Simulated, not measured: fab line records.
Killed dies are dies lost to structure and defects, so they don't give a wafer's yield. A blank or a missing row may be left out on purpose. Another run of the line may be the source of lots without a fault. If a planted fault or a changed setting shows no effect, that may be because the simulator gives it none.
A lot that was struck, set against a sound lot	flow nandHarc	15 out of 1159 route steps
Sound: wafers L327.1, L327.2, L327.6. Struck: wafers L335.3, L335.5, L335.6. At the end, the cause is stated.
Each step with rows lists, per side, the tool, then ch with its chambers, then its first start. Under that, the readings that differ: sound wafers	struck wafers	difference of the means	sigmas: that difference in standard deviations of wafers without a fault.
alike: a reading whose means differ by less than 2 such deviations, as well as words and numbers matching on both sides. not compared: withheld readings; readings where some wafer has no value; bounds like >300 that might hide an equal value; numbers whose values overlap and for which the record gives no deviation.
Wherever a step has rows on one side only, a row that says differs or no value, or a row with sigmas, the two part there. Non-overlapping numbers with no deviation appear without sigmas and do not part them. A reading missing from all wafers of one side parts the sides only when that side holds two or more wafers.

first, 2 steps without rows for these wafers: NHARC_A_CHANNEL_HOLE_D1_STRIP_42 (strips in CF4/CHF3); NHARC_A_CHANNEL_HOLE_D1_STRIP_43 (strips in O2/COS).
NHARC_A_CHANNEL_HOLE_D1_ETCH_44: etches the open film in CF4/O2, target depth 140 nm, overetch 14 nm, time 77 s.
  sound on rieDiel-10 ch 0,2, day 9 07:40; struck on rieDiel-10 ch 0,2, day 11 14:09
  alike: chamberPressureMTorr, drypumpMotorCurrentA, oesProductAu, rfVppV, showerheadPlenumPTorr, throttleValvePct
  not compared: rfHoursCounterH
NHARC_A_CHANNEL_HOLE_D1_STRIP_27: strips in O2.
  sound on rieDiel-10 ch 1,3; struck on rieDiel-10 ch 0,2, day 11 14:35
  alike: chamberPressureMTorr, drypumpMotorCurrentA, oesProductAu, rfVppV, showerheadPlenumPTorr, throttleValvePct
  not compared: rfHoursCounterH
then, 2 steps without rows for these wafers: NHARC_A_CHANNEL_HOLE_D1_PRECLEAN_28 (cleans in SC1); NHARC_A_CHANNEL_HOLE_D1_SRD_29.
NHARC_A_CHANNEL_HOLE_D1_CD_MEAS_30:
  sound: cdSem-03 at day 9 08:28; struck: cdSem-03 at day 11 15:18
  alike: cdNm
NHARC_A_CHANNEL_HOLE_D1_XSEM_31:
  sound on xsem-01 ch 0, day 9 08:33; struck on xsem-01 ch 0, day 11 15:23
reading	sound	struck	difference	sigmas
bowNm (nm)	8.63 8.63 8.62	9.28 9.31 9.27	+0.66	+3
  alike: botCdNm, tiltDeg
NHARC_A_CHANNEL_HOLE_D1_INSPECT_40:
  sound: defectInspect-01 at day 9 08:39; struck: defectInspect-02 at day 11 15:29
  alike: rawDefectCount
then, 2 steps without rows for these wafers: NHARC_A_CHANNEL_FILL_D1_PRECLEAN_00 (cleans in SC1); NHARC_A_CHANNEL_FILL_D1_SRD_01.
NHARC_A_CHANNEL_FILL_D1_ALD_02: deposits SiO2, target thk 6 nm, pulse time 10 s, ald cycles 60.
  sound on aldHk-03 ch 1,2, day 9 08:51; struck on aldHk-02 ch 0,1, day 11 15:55
  alike: aldCycles, heaterPowerW, precursorPulseHeightRel
NHARC_A_CHANNEL_FILL_D1_ALD_03: deposits SiNx, target thk 6 nm, pulse time 60 s, ald cycles 58.
  sound on aldSinBatch-02 ch 0, day 9 12:17; struck on aldSinBatch-01 ch 0, day 11 18:51
reading	sound	struck	difference	sigmas
aldCycles	58 58 58	56 56 56	-2	
  alike: precursorPulseHeightRel
NHARC_A_CHANNEL_FILL_D1_ALD_14: deposits SiO2, target thk 2.5 nm, pulse time 10 s, ald cycles 25.
  sound on aldHk-02 ch 0,2,3, day 9 15:50; struck on aldHk-03 ch 0,1, day 11 22:25
  alike: aldCycles, heaterPowerW, precursorPulseHeightRel
following that, these wafers have no rows for 1 step: NHARC_END_SORT_01.

## WHERE THEY PART
Only at NHARC_A_CHANNEL_HOLE_D1_XSEM_31, within this record. Later steps at which nothing parts them and some readings are alike: NHARC_A_CHANNEL_HOLE_D1_INSPECT_40, NHARC_A_CHANNEL_FILL_D1_ALD_02, NHARC_A_CHANNEL_FILL_D1_ALD_03, NHARC_A_CHANNEL_FILL_D1_ALD_14.

WHY: what the simulator had put in
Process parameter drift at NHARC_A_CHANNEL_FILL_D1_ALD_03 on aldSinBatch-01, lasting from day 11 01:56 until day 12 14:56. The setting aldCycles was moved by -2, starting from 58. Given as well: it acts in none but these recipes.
